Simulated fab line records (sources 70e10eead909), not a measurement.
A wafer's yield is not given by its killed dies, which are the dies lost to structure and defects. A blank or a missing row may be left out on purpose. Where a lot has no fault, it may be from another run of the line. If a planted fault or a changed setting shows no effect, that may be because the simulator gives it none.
fab line records :: flow nand_harc
record
  lots=5
  wafers=15
  last_day=33
route steps=1302 shown P_ZERO_WELL@14
lots that met no fault: from a run of the same line without faults
start_h: the number of hours between the record's first day and the start of the first shown wafer of the lot :: wait_h: time in hours since the lot's previous step :: " the same as in the row above :: L1.1+2: several wafers, shown together as one row :: - either no value or no given start :: * or withheld: withheld :: < > ~ a bound
route shown NAME@n: names a module that has steps shown in the file, with the first one's number in the route :: usual: average and standard deviation across the fault-free wafers :: same: alike in all rows :: chamber/n: place in a boat :: sites: readings site by site :: _std_site: standard deviation of those values :: _edge_site: inner sites' mean taken away from outer sites' mean :: radius_mm: for every site, how far away it sits from the centre of the wafer :: mask NAME#n: copy n :: behind: the tool/chamber that last shaped the wafer :: hold: cause of the lot's hold/its duration in hours/its outcome :: device: which transistor (n, p or np) failed to switch :: end of line: the route-end tests of the same wafers :: where a step has no rows: the recipe by itself :: killed: the dies lost at the first sort to structure and to defects; this is not the yield of the wafer :: map: a wafer's dies, marking killed ones x, the rest . and places with no die _
set.NAME: the setting the step ran with; set.NAME@STEP: the setting that earlier step ran with :: model.NAME: the simulator's own value behind a step, which no gauge read
lots seen at some steps along the route; tables by step, rows by wafer
services: a tool's chamber out of use, with start hour (start_h, from the record's first day; less than 0 if before it), hours out, and reason
## steps
# step NHARC_P_ZERO_WELL_CD_MEAS_11
# recipe
  target_cd_nm=500
  landing_energy_ev=500
# usual
  cd_nm=499.5/1.9
lot.wafer: L693.3
tool: cd_sem-01
chamber: 0
start_h: 111.62
wait_h: -
cd_nm: 499.3

lot.wafer: L693.5
tool: cd_sem-01
chamber: 0
start_h: 111.62
wait_h: -
cd_nm: 500.8

lot.wafer: L693.6
tool: cd_sem-01
chamber: 0
start_h: 111.62
wait_h: -
cd_nm: 499.3

lot.wafer: L694.2
tool: cd_sem-03
chamber: 0
start_h: 121.26
wait_h: -
cd_nm: 497.7

lot.wafer: L694.3
tool: cd_sem-03
chamber: 0
start_h: 121.26
wait_h: -
cd_nm: 502.0

lot.wafer: L694.5
tool: cd_sem-03
chamber: 0
start_h: 121.26
wait_h: -
cd_nm: 498.4

lot.wafer: L698.1
tool: cd_sem-01
chamber: 0
start_h: 161.23
wait_h: -
cd_nm: 498.3

lot.wafer: L698.2
tool: cd_sem-01
chamber: 0
start_h: 161.23
wait_h: -
cd_nm: 503.8

lot.wafer: L698.4
tool: cd_sem-01
chamber: 0
start_h: 161.23
wait_h: -
cd_nm: 501.2

lot.wafer: L706.2
tool: cd_sem-02
chamber: 0
start_h: 241.18
wait_h: -
cd_nm: 498.4

lot.wafer: L706.3
tool: cd_sem-02
chamber: 0
start_h: 241.18
wait_h: -
cd_nm: 497.3

lot.wafer: L706.5
tool: cd_sem-02
chamber: 0
start_h: 241.18
wait_h: -
cd_nm: 500.4

lot.wafer: L707.1
tool: cd_sem-03
chamber: 0
start_h: 251.12
wait_h: -
cd_nm: 500.9

lot.wafer: L707.2
tool: cd_sem-03
chamber: 0
start_h: 251.12
wait_h: -
cd_nm: 498.2

lot.wafer: L707.5
tool: cd_sem-03
chamber: 0
start_h: 251.12
wait_h: -
cd_nm: 498.4
# step NHARC_P_ZERO_WELL_HARDBAKE_12
# recipe
  temp_c=118
  time_s=65
# step NHARC_P_ZERO_WELL_DESCUM_13
# recipe
  time_s=3
  o2_flow_sccm=200
  ar_flow_sccm=0
  bias_power_w=0
  chemistry=O2
# usual
  drypump_motor_current_A=5.7/0.46
  oes_product_au=0.995/0.0093
  rf_vpp_V=57.9/0.87
  showerhead_plenum_p_Torr=1.94/0.078
  throttle_valve_pct=11.311/0.0087
lot.wafer: L693.3
tool: rie_diel-10
chamber: 1
start_h: 111.77
wait_h: -
drypump_motor_current_A: 6.4
oes_product_au: 0.982
rf_hours_counter_h: 12
rf_vpp_V: 59.2
showerhead_plenum_p_Torr: 1.94
throttle_valve_pct: 11.315

lot.wafer: L693.5
tool: rie_diel-10
chamber: 1
start_h: 111.77
wait_h: -
drypump_motor_current_A: 6.4
oes_product_au: 0.982
rf_hours_counter_h: -
rf_vpp_V: 57.6
showerhead_plenum_p_Torr: 1.94
throttle_valve_pct: 11.308

lot.wafer: L693.6
tool: rie_diel-10
chamber: 2
start_h: 111.77
wait_h: -
drypump_motor_current_A: 6.1
oes_product_au: 0.992
rf_hours_counter_h: -
rf_vpp_V: 57.6
showerhead_plenum_p_Torr: 2.07
throttle_valve_pct: 11.316

lot.wafer: L694.2
tool: rie_diel-10
chamber: 3
start_h: 121.46
wait_h: -
drypump_motor_current_A: 4.7
oes_product_au: 0.988
rf_hours_counter_h: 16
rf_vpp_V: 58.3
showerhead_plenum_p_Torr: 1.93
throttle_valve_pct: 11.307

lot.wafer: L694.3
tool: rie_diel-10
chamber: 2
start_h: 121.46
wait_h: -
drypump_motor_current_A: 6.1
oes_product_au: 0.997
rf_hours_counter_h: 17
rf_vpp_V: 57.7
showerhead_plenum_p_Torr: 2.07
throttle_valve_pct: 11.301

lot.wafer: L694.5
tool: rie_diel-10
chamber: 0
start_h: 121.46
wait_h: -
drypump_motor_current_A: 5.4
oes_product_au: 1.009
rf_hours_counter_h: -
rf_vpp_V: 57.6
showerhead_plenum_p_Torr: 1.95
throttle_valve_pct: 11.304

lot.wafer: L698.1
tool: rie_diel-10
chamber: 1
start_h: 161.39
wait_h: -
drypump_motor_current_A: 6.4
oes_product_au: 0.994
rf_hours_counter_h: 29
rf_vpp_V: 57.5
showerhead_plenum_p_Torr: 1.94
throttle_valve_pct: 11.320

lot.wafer: L698.2
tool: rie_diel-10
chamber: 3
start_h: 161.39
wait_h: -
drypump_motor_current_A: 4.7
oes_product_au: 0.982
rf_hours_counter_h: 29
rf_vpp_V: 58.9
showerhead_plenum_p_Torr: 1.93
throttle_valve_pct: 11.308

lot.wafer: L698.4
tool: rie_diel-10
chamber: 1
start_h: 161.39
wait_h: -
drypump_motor_current_A: 6.4
oes_product_au: 0.983
rf_hours_counter_h: -
rf_vpp_V: 57.3
showerhead_plenum_p_Torr: 1.94
throttle_valve_pct: 11.304

lot.wafer: L706.3
tool: rie_diel-03
chamber: 0
start_h: 241.33
wait_h: -
drypump_motor_current_A: 6.0
oes_product_au: 1.005
rf_hours_counter_h: 41
rf_vpp_V: 57.9
showerhead_plenum_p_Torr: 1.82
throttle_valve_pct: 11.301

lot.wafer: L706.2
tool: rie_diel-03
chamber: 3
start_h: 241.33
wait_h: -
drypump_motor_current_A: 5.9
oes_product_au: 0.976
rf_hours_counter_h: 41
rf_vpp_V: 57.9
showerhead_plenum_p_Torr: 2.01
throttle_valve_pct: 11.301

lot.wafer: L706.5
tool: rie_diel-03
chamber: 0
start_h: 241.33
wait_h: -
drypump_motor_current_A: 5.9
oes_product_au: 0.993
rf_hours_counter_h: -
rf_vpp_V: 56.9
showerhead_plenum_p_Torr: 1.82
throttle_valve_pct: 11.313

lot.wafer: L707.1
tool: rie_diel-09
chamber: 2
start_h: 251.28
wait_h: -
drypump_motor_current_A: 5.2
oes_product_au: 1.004
rf_hours_counter_h: 29
rf_vpp_V: 58.4
showerhead_plenum_p_Torr: 1.87
throttle_valve_pct: 11.314

lot.wafer: L707.2
tool: rie_diel-09
chamber: 3
start_h: 251.28
wait_h: -
drypump_motor_current_A: 5.6
oes_product_au: 1.014
rf_hours_counter_h: 30
rf_vpp_V: 58.3
showerhead_plenum_p_Torr: 1.97
throttle_valve_pct: 11.315

lot.wafer: L707.5
tool: rie_diel-09
chamber: 2
start_h: 251.28
wait_h: -
drypump_motor_current_A: 5.2
oes_product_au: 0.991
rf_hours_counter_h: -
rf_vpp_V: 57.6
showerhead_plenum_p_Torr: 1.87
throttle_valve_pct: 11.305
# step NHARC_P_ZERO_WELL_ETCH_65
# recipe
  target_depth_a=800
  overetch_a=240
  time_s=87.88
  ion_energy_ev=200
  n2_flow_sccm=150
  h2_flow_sccm=150
  ar_flow_sccm=0
  rf_w=400
  bias_w=150
  chemistry=N2/H2
# usual
  drypump_motor_current_A=5.7/0.46
  oes_product_au=0.997/0.01
  rf_vpp_V=431.4/2.4
  showerhead_plenum_p_Torr=2.07/0.085
  throttle_valve_pct=14.172/0.0089
lot.wafer: L693.3
tool: rie_diel-10
chamber: 1
start_h: 111.86
wait_h: 0.1
drypump_motor_current_A: 6.4
oes_product_au: 0.982
rf_hours_counter_h: 12
rf_vpp_V: 432.3
showerhead_plenum_p_Torr: 2.07
throttle_valve_pct: 14.162

lot.wafer: L693.6
tool: rie_diel-10
chamber: 0
start_h: 111.86
wait_h: 0.1
drypump_motor_current_A: 5.4
oes_product_au: 1.010
rf_hours_counter_h: -
rf_vpp_V: 431.5
showerhead_plenum_p_Torr: 2.09
throttle_valve_pct: 14.166

lot.wafer: L693.5
tool: rie_diel-10
chamber: 1
start_h: 111.86
wait_h: 0.1
drypump_motor_current_A: 6.4
oes_product_au: 0.981
rf_hours_counter_h: -
rf_vpp_V: 430.0
showerhead_plenum_p_Torr: 2.07
throttle_valve_pct: 14.169

lot.wafer: L694.3
tool: rie_diel-10
chamber: 3
start_h: 121.55
wait_h: 0.1
drypump_motor_current_A: 4.7
oes_product_au: 0.985
rf_hours_counter_h: 16
rf_vpp_V: 432.6
showerhead_plenum_p_Torr: 2.06
throttle_valve_pct: 14.183

lot.wafer: L694.2
tool: rie_diel-10
chamber: 1
start_h: 121.55
wait_h: 0.1
drypump_motor_current_A: 6.4
oes_product_au: 0.997
rf_hours_counter_h: 19
rf_vpp_V: 433.0
showerhead_plenum_p_Torr: 2.07
throttle_valve_pct: 14.189

lot.wafer: L694.5
tool: rie_diel-10
chamber: 0
start_h: 121.55
wait_h: 0.1
drypump_motor_current_A: 5.4
oes_product_au: 1.007
rf_hours_counter_h: -
rf_vpp_V: 431.5
showerhead_plenum_p_Torr: 2.08
throttle_valve_pct: 14.169

lot.wafer: L698.1
tool: rie_diel-10
chamber: 3
start_h: 161.49
wait_h: 0.1
drypump_motor_current_A: 4.7
oes_product_au: 0.979
rf_hours_counter_h: 29
rf_vpp_V: 431.3
showerhead_plenum_p_Torr: 2.06
throttle_valve_pct: 14.160

lot.wafer: L698.2
tool: rie_diel-10
chamber: 2
start_h: 161.49
wait_h: 0.1
drypump_motor_current_A: 6.1
oes_product_au: 0.990
rf_hours_counter_h: 30
rf_vpp_V: 436.2
showerhead_plenum_p_Torr: 2.21
throttle_valve_pct: 14.168

lot.wafer: L698.4
tool: rie_diel-10
chamber: 3
start_h: 161.49
wait_h: 0.1
drypump_motor_current_A: 4.7
oes_product_au: 0.991
rf_hours_counter_h: -
rf_vpp_V: 431.9
showerhead_plenum_p_Torr: 2.06
throttle_valve_pct: 14.160

lot.wafer: L706.2
tool: rie_diel-03
chamber: 3
start_h: 241.41
wait_h: 0.1
drypump_motor_current_A: 5.9
oes_product_au: 0.991
rf_hours_counter_h: 41
rf_vpp_V: 432.3
showerhead_plenum_p_Torr: 2.14
throttle_valve_pct: 14.179

lot.wafer: L706.3
tool: rie_diel-03
chamber: 2
start_h: 241.41
wait_h: 0.1
drypump_motor_current_A: 5.4
oes_product_au: 0.994
rf_hours_counter_h: 41
rf_vpp_V: 430.8
showerhead_plenum_p_Torr: 2.15
throttle_valve_pct: 14.165

lot.wafer: L706.5
tool: rie_diel-03
chamber: 0
start_h: 241.41
wait_h: 0.1
drypump_motor_current_A: 5.9
oes_product_au: 1.001
rf_hours_counter_h: -
rf_vpp_V: 427.7
showerhead_plenum_p_Torr: 1.94
throttle_valve_pct: 14.161

lot.wafer: L707.2
tool: rie_diel-09
chamber: 0
start_h: 251.36
wait_h: 0.1
drypump_motor_current_A: 5.2
oes_product_au: 1.006
rf_hours_counter_h: 29
rf_vpp_V: 428.9
showerhead_plenum_p_Torr: 2.02
throttle_valve_pct: 14.156

lot.wafer: L707.1
tool: rie_diel-09
chamber: 1
start_h: 251.36
wait_h: 0.1
drypump_motor_current_A: 6.0
oes_product_au: 0.994
rf_hours_counter_h: 27
rf_vpp_V: 432.8
showerhead_plenum_p_Torr: 2.14
throttle_valve_pct: 14.165

lot.wafer: L707.5
tool: rie_diel-09
chamber: 1
start_h: 251.36
wait_h: 0.1
drypump_motor_current_A: 6.0
oes_product_au: 0.984
rf_hours_counter_h: -
rf_vpp_V: 431.9
showerhead_plenum_p_Torr: 2.14
throttle_valve_pct: 14.171
# step NHARC_P_ZERO_WELL_ETCH_62
# recipe
  target_depth_a=130
  time_s=6.5
  chf3_flow_sccm=50
  ar_flow_sccm=200
  rf_w=500
  bias_w=200
  chemistry=CHF3/Ar
# usual
  drypump_motor_current_A=5.6/0.46
  oes_product_au=0.957/0.017
  rf_vpp_V=371.4/2.1
  showerhead_plenum_p_Torr=2.38/0.088
  throttle_valve_pct=20.217/0.009
lot.wafer: L693.3
tool: rie_diel-10
chamber: 3
start_h: -
wait_h: -
drypump_motor_current_A: 4.7
oes_product_au: 0.981
rf_hours_counter_h: 12
rf_vpp_V: 372.2
showerhead_plenum_p_Torr: 2.37
throttle_valve_pct: 20.212

lot.wafer: L693.6
tool: rie_diel-10
chamber: 2
start_h: -
wait_h: -
drypump_motor_current_A: 6.1
oes_product_au: 0.967
rf_hours_counter_h: -
rf_vpp_V: 374.2
showerhead_plenum_p_Torr: 2.53
throttle_valve_pct: 20.221

lot.wafer: L693.5
tool: rie_diel-10
chamber: 3
start_h: -
wait_h: -
drypump_motor_current_A: 4.7
oes_product_au: 0.971
rf_hours_counter_h: -
rf_vpp_V: 371.1
showerhead_plenum_p_Torr: 2.37
throttle_valve_pct: 20.220

lot.wafer: L694.2
tool: rie_diel-10
chamber: 2
start_h: -
wait_h: -
drypump_motor_current_A: 6.1
oes_product_au: 0.975
rf_hours_counter_h: 17
rf_vpp_V: 375.5
showerhead_plenum_p_Torr: 2.53
throttle_valve_pct: 20.204

lot.wafer: L694.3
tool: rie_diel-10
chamber: 1
start_h: -
wait_h: -
drypump_motor_current_A: 6.4
oes_product_au: 0.969
rf_hours_counter_h: 19
rf_vpp_V: 371.2
showerhead_plenum_p_Torr: 2.38
throttle_valve_pct: 20.224

lot.wafer: L694.5
tool: rie_diel-10
chamber: 3
start_h: -
wait_h: -
drypump_motor_current_A: 4.7
oes_product_au: 0.951
rf_hours_counter_h: -
rf_vpp_V: 370.1
showerhead_plenum_p_Torr: 2.37
throttle_valve_pct: 20.215

lot.wafer: L698.2
tool: rie_diel-10
chamber: 3
start_h: -
wait_h: -
drypump_motor_current_A: 4.7
oes_product_au: 0.947
rf_hours_counter_h: 29
rf_vpp_V: 372.4
showerhead_plenum_p_Torr: 2.36
throttle_valve_pct: 20.226

lot.wafer: L698.1
tool: rie_diel-10
chamber: 1
start_h: -
wait_h: -
drypump_motor_current_A: 6.4
oes_product_au: 0.950
rf_hours_counter_h: 29
rf_vpp_V: 371.8
showerhead_plenum_p_Torr: 2.37
throttle_valve_pct: 20.210

lot.wafer: L698.4
tool: rie_diel-10
chamber: 2
start_h: -
wait_h: -
drypump_motor_current_A: 6.0
oes_product_au: 0.952
rf_hours_counter_h: -
rf_vpp_V: 372.7
showerhead_plenum_p_Torr: 2.52
throttle_valve_pct: 20.229

lot.wafer: L706.2
tool: rie_diel-03
chamber: 2
start_h: -
wait_h: -
drypump_motor_current_A: 5.4
oes_product_au: 0.984
rf_hours_counter_h: 41
rf_vpp_V: 374.1
showerhead_plenum_p_Torr: 2.46
throttle_valve_pct: 20.205

lot.wafer: L706.3
tool: rie_diel-03
chamber: 0
start_h: -
wait_h: -
drypump_motor_current_A: 5.9
oes_product_au: 0.961
rf_hours_counter_h: 41
rf_vpp_V: 368.7
showerhead_plenum_p_Torr: 2.23
throttle_valve_pct: 20.205

lot.wafer: L706.5
tool: rie_diel-03
chamber: 2
start_h: -
wait_h: -
drypump_motor_current_A: 5.4
oes_product_au: 0.976
rf_hours_counter_h: -
rf_vpp_V: 372.2
showerhead_plenum_p_Torr: 2.46
throttle_valve_pct: 20.230

lot.wafer: L707.2
tool: rie_diel-09
chamber: 1
start_h: -
wait_h: -
drypump_motor_current_A: 6.0
oes_product_au: 0.959
rf_hours_counter_h: 27
rf_vpp_V: 373.7
showerhead_plenum_p_Torr: 2.45
throttle_valve_pct: 20.215

lot.wafer: L707.1
tool: rie_diel-09
chamber: 3
start_h: -
wait_h: -
drypump_motor_current_A: 5.6
oes_product_au: 0.977
rf_hours_counter_h: 30
rf_vpp_V: 371.4
showerhead_plenum_p_Torr: 2.41
throttle_valve_pct: 20.207

lot.wafer: L707.5
tool: rie_diel-09
chamber: 1
start_h: -
wait_h: -
drypump_motor_current_A: 6.0
oes_product_au: 0.944
rf_hours_counter_h: -
rf_vpp_V: 373.6
showerhead_plenum_p_Torr: 2.45
throttle_valve_pct: 20.212
# step NHARC_P_ZERO_WELL_ETCH_63
# recipe
  target_depth_a=1200
  time_s=40.1
  hbr_flow_sccm=150
  cl2_flow_sccm=50
  rf_w=400
  icp_w=400
  bias_w=100
  chemistry=HBr/Cl2
# usual
  drypump_motor_current_A=5.8/0.49
  oes_product_au=0.998/0.011
  throttle_valve_pct=26.407/0.01
lot.wafer: L693.3
tool: rie_si-06
chamber: 0
start_h: 112.03
wait_h: -
drypump_motor_current_A: 5.5
oes_product_au: 1.018
rf_hours_counter_h: 0.1
throttle_valve_pct: 26.417

lot.wafer: L693.6
tool: rie_si-06
chamber: 0
start_h: 112.03
wait_h: -
drypump_motor_current_A: 5.5
oes_product_au: 1.016
rf_hours_counter_h: -
throttle_valve_pct: 26.399

lot.wafer: L693.5
tool: rie_si-06
chamber: 1
start_h: 112.03
wait_h: -
drypump_motor_current_A: 5.6
oes_product_au: 1.002
rf_hours_counter_h: -
throttle_valve_pct: 26.406

lot.wafer: L694.2
tool: rie_si-02
chamber: 0
start_h: 121.75
wait_h: -
drypump_motor_current_A: 6.1
oes_product_au: 0.993
rf_hours_counter_h: 0.1
throttle_valve_pct: 26.414

lot.wafer: L694.3
tool: rie_si-02
chamber: 1
start_h: 121.75
wait_h: -
drypump_motor_current_A: 6.7
oes_product_au: 0.994
rf_hours_counter_h: 0.1
throttle_valve_pct: 26.398

lot.wafer: L694.5
tool: rie_si-02
chamber: 3
start_h: 121.75
wait_h: -
drypump_motor_current_A: 6.5
oes_product_au: 0.995
rf_hours_counter_h: -
throttle_valve_pct: 26.404

lot.wafer: L698.1
tool: rie_si-04
chamber: 2
start_h: 161.70
wait_h: -
drypump_motor_current_A: 6.3
oes_product_au: 0.986
rf_hours_counter_h: 1.0
throttle_valve_pct: 26.397

lot.wafer: L698.2
tool: rie_si-04
chamber: 3
start_h: 161.70
wait_h: -
drypump_motor_current_A: 5.2
oes_product_au: 0.985
rf_hours_counter_h: 1.0
throttle_valve_pct: 26.422

lot.wafer: L698.4
tool: rie_si-04
chamber: 0
start_h: 161.70
wait_h: -
drypump_motor_current_A: 5.0
oes_product_au: 1.004
rf_hours_counter_h: 1.1
throttle_valve_pct: 26.408

lot.wafer: L706.2
tool: rie_si-04
chamber: 2
start_h: 241.60
wait_h: -
drypump_motor_current_A: 6.3
oes_product_au: 0.990
rf_hours_counter_h: 0.3
throttle_valve_pct: 26.404

lot.wafer: L706.3
tool: rie_si-04
chamber: 3
start_h: 241.60
wait_h: -
drypump_motor_current_A: 5.2
oes_product_au: 0.994
rf_hours_counter_h: 0.3
throttle_valve_pct: 26.405

lot.wafer: L706.5
tool: rie_si-04
chamber: 2
start_h: 241.60
wait_h: -
drypump_motor_current_A: 6.3
oes_product_au: 0.993
rf_hours_counter_h: -
throttle_valve_pct: 26.409

lot.wafer: L707.2
tool: rie_si-04
chamber: 1
start_h: 251.55
wait_h: -
drypump_motor_current_A: 6.0
oes_product_au: 0.989
rf_hours_counter_h: 0.5
throttle_valve_pct: 26.411

lot.wafer: L707.1
tool: rie_si-04
chamber: 2
start_h: 251.55
wait_h: -
drypump_motor_current_A: 6.3
oes_product_au: 0.992
rf_hours_counter_h: 0.4
throttle_valve_pct: 26.395

lot.wafer: L707.5
tool: rie_si-04
chamber: 2
start_h: 251.55
wait_h: -
drypump_motor_current_A: 6.3
oes_product_au: 1.003
rf_hours_counter_h: -
throttle_valve_pct: 26.403
# step NHARC_P_ZERO_WELL_STRIP_15
# recipe
  time_s=900
  temp_c=130
  chemistry=SPM
# step NHARC_P_ZERO_WELL_DEHYDRATE_16
# recipe
  temp_c=150
  time_s=120
# step NHARC_P_ZERO_WELL_HMDS_17
# recipe
  time_s=30
# step NHARC_P_ZERO_WELL_COAT_18
# recipe
  spin_rpm=withheld
# step NHARC_P_ZERO_WELL_SOFTBAKE_19
# recipe
  temp_c=122
  time_s=95
# step NHARC_P_ZERO_WELL_EBR_20
# step NHARC_P_ZERO_WELL_EXPOSE_21
# recipe
  na=0.6
  target_cd_nm=720
  dose_mj=22.31
  mask_id=P_NWELL
# usual
  reticle_temp_C=23.00/0.12
# same
  na=0.6
lot.wafer: L693.3
tool: krf_scanner-04
chamber: 0
start_h: 112.81
wait_h: -
mask: P_NWELL#0
reticle_temp_C: 23.15

lot.wafer: L693.5
tool: krf_scanner-04
chamber: 0
start_h: 112.81
wait_h: -
mask: P_NWELL#0
reticle_temp_C: 23.02

lot.wafer: L693.6
tool: krf_scanner-04
chamber: 0
start_h: 112.81
wait_h: -
mask: P_NWELL#0
reticle_temp_C: 22.99

lot.wafer: L694.2
tool: krf_scanner-04
chamber: 0
start_h: 122.37
wait_h: -
mask: P_NWELL#0
reticle_temp_C: 22.89

lot.wafer: L694.3
tool: krf_scanner-04
chamber: 0
start_h: 122.37
wait_h: -
mask: P_NWELL#0
reticle_temp_C: 22.81

lot.wafer: L694.5
tool: krf_scanner-04
chamber: 0
start_h: 122.37
wait_h: -
mask: P_NWELL#0
reticle_temp_C: 22.83

lot.wafer: L698.1
tool: krf_scanner-04
chamber: 0
start_h: 162.45
wait_h: -
mask: P_PWELL#0
reticle_temp_C: 22.98

lot.wafer: L698.2
tool: krf_scanner-04
chamber: 0
start_h: 162.45
wait_h: -
mask: P_PWELL#0
reticle_temp_C: 23.03

lot.wafer: L698.4
tool: krf_scanner-04
chamber: 0
start_h: 162.45
wait_h: -
mask: P_PWELL#0
reticle_temp_C: 22.95

lot.wafer: L706.2
tool: krf_scanner-03
chamber: 0
start_h: 242.24
wait_h: -
mask: P_NWELL#0
reticle_temp_C: 23.11

lot.wafer: L706.3
tool: krf_scanner-03
chamber: 0
start_h: 242.24
wait_h: -
mask: P_NWELL#0
reticle_temp_C: 23.06

lot.wafer: L706.5
tool: krf_scanner-03
chamber: 0
start_h: 242.24
wait_h: -
mask: P_NWELL#0
reticle_temp_C: 23.07

lot.wafer: L707.1
tool: krf_scanner-03
chamber: 0
start_h: 252.19
wait_h: -
mask: P_NWELL#0
reticle_temp_C: 22.96

lot.wafer: L707.2
tool: krf_scanner-03
chamber: 0
start_h: 252.19
wait_h: -
mask: P_NWELL#0
reticle_temp_C: 23.01

lot.wafer: L707.5
tool: krf_scanner-03
chamber: 0
start_h: 252.19
wait_h: -
mask: P_NWELL#0
reticle_temp_C: 23.02
# step NHARC_P_ZERO_WELL_PEB_22
# recipe
  peb_temp_c=118
  peb_time_s=85
# step NHARC_P_ZERO_WELL_DEVELOP_23
# recipe
  time_s=70
# step NHARC_P_ZERO_WELL_CD_MEAS_24
# recipe
  target_cd_nm=720
  landing_energy_ev=500
# usual
  cd_nm=719.4/2
lot.wafer: L693.3
tool: cd_sem-01
chamber: 0
start_h: 112.96
wait_h: -
cd_nm: 715.8

lot.wafer: L693.5
tool: cd_sem-01
chamber: 0
start_h: 112.96
wait_h: -
cd_nm: 718.8

lot.wafer: L693.6
tool: cd_sem-01
chamber: 0
start_h: 112.96
wait_h: -
cd_nm: 718.5

lot.wafer: L694.2
tool: cd_sem-03
chamber: 0
start_h: 122.52
wait_h: -
cd_nm: 715.0

lot.wafer: L694.3
tool: cd_sem-03
chamber: 0
start_h: 122.52
wait_h: -
cd_nm: 714.7

lot.wafer: L694.5
tool: cd_sem-03
chamber: 0
start_h: 122.52
wait_h: -
cd_nm: 717.6

lot.wafer: L698.1
tool: cd_sem-01
chamber: 0
start_h: 162.61
wait_h: -
cd_nm: -

lot.wafer: L698.2
tool: cd_sem-01
chamber: 0
start_h: 162.61
wait_h: -
cd_nm: -

lot.wafer: L698.4
tool: cd_sem-01
chamber: 0
start_h: 162.61
wait_h: -
cd_nm: -

lot.wafer: L706.2
tool: cd_sem-03
chamber: 0
start_h: 242.39
wait_h: -
cd_nm: 717.5

lot.wafer: L706.3
tool: cd_sem-03
chamber: 0
start_h: 242.39
wait_h: -
cd_nm: 718.5

lot.wafer: L706.5
tool: cd_sem-03
chamber: 0
start_h: 242.39
wait_h: -
cd_nm: 720.7

lot.wafer: L707.1
tool: cd_sem-02
chamber: 0
start_h: 252.35
wait_h: -
cd_nm: 715.4

lot.wafer: L707.2
tool: cd_sem-02
chamber: 0
start_h: 252.35
wait_h: -
cd_nm: 715.9

lot.wafer: L707.5
tool: cd_sem-02
chamber: 0
start_h: 252.35
wait_h: -
cd_nm: 720.3
# step NHARC_P_ZERO_WELL_HARDBAKE_25
# recipe
  temp_c=125
  time_s=80
## services
tool: rie_diel-10
chamber: 0
start_h: 99.04
hours: -
kind: clean

tool: rie_si-02
chamber: -
start_h: 100.00
hours: 9.0
kind: pm

tool: rie_diel-09
chamber: 1
start_h: 103.60
hours: 1.6
kind: repair

tool: rie_diel-03
chamber: -
start_h: 105.37
hours: 9.0
kind: pm

tool: krf_scanner-03
chamber: -
start_h: 112.27
hours: 1.0
kind: repair

tool: rie_si-06
chamber: 3
start_h: 143.37
hours: 17.2
kind: repair

tool: rie_si-02
chamber: 1
start_h: 145.01
hours: 1.4
kind: repair

tool: rie_diel-09
chamber: -
start_h: 147.79
hours: 1.0
kind: repair

tool: rie_diel-10
chamber: 0
start_h: 154.04
hours: 18.7
kind: repair

tool: rie_diel-03
chamber: 2
start_h: 162.43
hours: 8.3
kind: repair

tool: rie_diel-09
chamber: 1
start_h: 163.70
hours: 5.1
kind: repair

tool: rie_si-04
chamber: -
start_h: 165.00
hours: 9.0
kind: pm

tool: rie_diel-10
chamber: 2
start_h: 169.91
hours: 4.2
kind: repair

tool: krf_scanner-04
chamber: -
start_h: 175.64
hours: 1.3
kind: repair

tool: krf_scanner-04
chamber: -
start_h: 182.00
hours: 4.0
kind: pm

tool: rie_diel-03
chamber: -
start_h: 210.27
hours: 0.7
kind: repair

tool: krf_scanner-04
chamber: -
start_h: 214.45
hours: 0.2
kind: repair

tool: rie_diel-10
chamber: 3
start_h: 214.92
hours: 5.4
kind: repair

tool: rie_si-06
chamber: 2
start_h: 223.63
hours: 4.8
kind: repair

tool: krf_scanner-03
chamber: -
start_h: 224.00
hours: 4.0
kind: pm

tool: rie_si-04
chamber: -
start_h: 226.09
hours: 14.9
kind: repair

tool: rie_diel-10
chamber: -
start_h: 242.54
hours: 9.0
kind: pm

tool: rie_diel-09
chamber: -
start_h: 246.98
hours: 0.6
kind: repair

tool: rie_si-06
chamber: -
start_h: 249.00
hours: 9.0
kind: pm
## key
first_sign
  step=NHARC_P_ZERO_WELL_EXPOSE_21
  reading=mask
  direction=changed
effect
  step=NHARC_P_ZERO_WELL_CD_MEAS_24
  reading=cd_nm
  direction=missing
met_at NHARC_P_ZERO_WELL_EXPOSE_21
struck_wafers L698.1,L698.2,L698.4
later_rows_left_out L698.1,L698.2,L698.4
sort_left_out L698.1,L698.2,L698.4
tester_left_out L698
onset_between 122.37 162.45
fault
  kind=wrong_mask
  tool=any
  chamber=-
  onset_h=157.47
  steps=NHARC_P_ZERO_WELL_EXPOSE_21
  aux_copy=P_PWELL#0
  scope=struck_lots_only
# tester_left_out: of these lots the tester's yield and bins aren't shown, on N5 and GAA mostly nor the transistor test; their killed dies are dies lost to structure and defects alone, not to doping, threshold or leakage, so they don't give the yield
# sort_left_out: the simulated sort isn't trusted on such a fault, so these wafers' sort isn't shown, and their yield isn't known
# later_rows_left_out: the simulator's readings of these wafers behind a module that went badly wrong aren't trusted and aren't shown, but for the sort
